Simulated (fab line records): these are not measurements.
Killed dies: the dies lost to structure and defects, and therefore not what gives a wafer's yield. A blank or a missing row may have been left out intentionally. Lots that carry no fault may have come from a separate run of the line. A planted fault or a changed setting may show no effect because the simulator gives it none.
A lot that was struck, set against a sound lot :: flow nand-harc :: 20 steps out of a route of 1159
Sound: the wafers L452.3, L452.4, L452.6. The struck wafers were L450.3, L450.5, L450.6. The cause is given at the end.
Order at every step that has rows: each side's tool, ch and its chambers, its first start. Under that, the readings that differ: sound wafers :: struck wafers :: difference of the means :: sigmas: that difference in standard deviations of wafers without a fault.
alike: readings whose means differ by less than 2 such deviations, and words and numbers that are the same on both sides. not compared: withheld readings, readings that some wafer has no value for, bounds like >300 that may hide the same value, and numbers for which the record gives no deviation and whose values overlap.
A row with sigmas, a row that says differs or no value, or rows on one side alone: a step with any of these is where the two part. When numbers do not overlap yet have no deviation, they are printed without sigmas and do not part them. A reading that every wafer of one side lacks parts them only if that side has two wafers or more.

NHARC_A_BLC_CMP_25: polishes, t overpolish 30 s, target thk 150 nm.
  sound on cmp-02 ch 0,2,3, day 22 02:22; struck on cmp-03 ch 0,1, day 21 12:28
reading: time-to-endpoint-s (s)
sound: 29.3 27.3 28.5
struck: 35.2 33.2 31.8
difference: +5.0
sigmas: +2
  alike: motor-current-A, overpolish-run-s
following that, these wafers have no rows for 1 step: NHARC_A_BLC_SRD_27.
NHARC_A_BLC_INSPECT_28:
  sound: defect-inspect-01 at day 22 02:46; struck: defect-inspect-01 at day 21 12:52
  alike: raw-defect-count
then, 8 steps without rows for these wafers: NHARC_A_M0_DEP_00 (deposits SiOC, target thk 150 nm); NHARC_A_M0_DEHYDRATE_01 (time 120 s); NHARC_A_M0_HMDS_02 (time 30 s); NHARC_A_M0_COAT_33 (time 65 s); NHARC_A_M0_COAT_03 (resist thk 90 nm); NHARC_A_M0_SOFTBAKE_04 (time 55 s); NHARC_A_M0_EBR_05; NHARC_A_M0_EXPOSE_06 (exposes mask A M0, target cd 80 nm).
NHARC_A_M0_PEB_07: peb time 65 s.
  sound on litho-track-06 ch 0, day 22 03:28; struck on litho-track-01 ch 0, day 21 13:41
reading: heater-power-total-W (W)
sound: 157.2 156.1 157.1
struck: 161.9 161.3 162.3
difference: +5.0
sigmas: +13

reading: plate-temp-C (C)
sound: 99.99 99.89 100.15
struck: 102.40 102.32 102.33
difference: +2.34
sigmas: +19
  alike: exhaust-pa
then, 1 step without rows for these wafers: NHARC_A_M0_DEVELOP_08 (develop time 35 s).
NHARC_A_M0_CD_MEAS_09: the cd target is 80 nm.
  sound on cd-sem-01 ch 0, day 22 03:33; struck on cd-sem-03 ch 0, day 21 13:46
reading: cd-nm (nm)
sound: 79.6 78.8 78.5
struck: 89.4 88.8 89.8
difference: +10.4
sigmas: +18
NHARC_A_M0_OVL_MEAS_10: pitch 160 nm.
  sound: overlay-01 at day 22 03:38; struck: overlay-01 at day 21 13:51
  alike: overlay-x-nm, overlay-y-nm
NHARC_A_M0_INSPECT_11:
  sound: defect-inspect-01 at day 22 03:40; struck: defect-inspect-01 at day 21 13:53
  alike: raw-defect-count
NHARC_A_M0_DESCUM_14: chemistry O2, time 3 s.
  sound on rie-diel-09 ch 0,2,3, day 22 03:44; struck on rie-diel-13 ch 1,2, day 21 13:58
reading: model.A_M0.cd-nm (nm)
sound: 79.16 79.22 79.05
struck: 89.74 88.88 90.25
difference: +10.48
sigmas: 
  alike: drypump-motor-current-A, mfc-ar-sccm, oes-product-au, rf-vpp-V, showerhead-plenum-p-Torr, throttle-valve-pct
  not compared: rf-hours-counter-h
NHARC_A_M0_ETCH_34: etches the open film in N2/H2, target depth 40 nm, overetch 12 nm, time 43.94 s.
  sound on rie-diel-09 ch 0,3, day 22 03:49; struck on rie-diel-13 ch 0,3, day 21 14:03
  alike: drypump-motor-current-A, mfc-ar-sccm, n2-flow-sccm, oes-product-au, rf-vpp-V, showerhead-plenum-p-Torr, throttle-valve-pct
  not compared: rf-hours-counter-h
NHARC_A_M0_ETCH_15: etches the open film in C4F8/Ar, target depth 150 nm, overetch 15 nm, time 82.5 s.
  sound: rie-diel-09 ch 0,1,3; struck: rie-diel-13 ch 1,2,3
reading: model.A_M0.cd-nm (nm)
sound: 78.92 79.36 79.11
struck: 89.7 88.58 89.93
difference: +10.3
sigmas: 
  alike: oes-product-au, rf-vpp-V
  not compared: rf-hours-counter-h
NHARC_A_M0_CD_MEAS_16:
  sound: cd-sem-02 at day 22 04:02; struck: cd-sem-02 at day 21 14:16
reading: cd-nm (nm)
sound: 78.7 79.4 79.1
struck: 89.7 88.7 89.8
difference: +10.3
sigmas: +16

WHERE THEY PART
Earliest at NHARC_A_BLC_CMP_25; latest, in this record, at NHARC_A_M0_CD_MEAS_16.

WHY: whatever the simulator had introduced
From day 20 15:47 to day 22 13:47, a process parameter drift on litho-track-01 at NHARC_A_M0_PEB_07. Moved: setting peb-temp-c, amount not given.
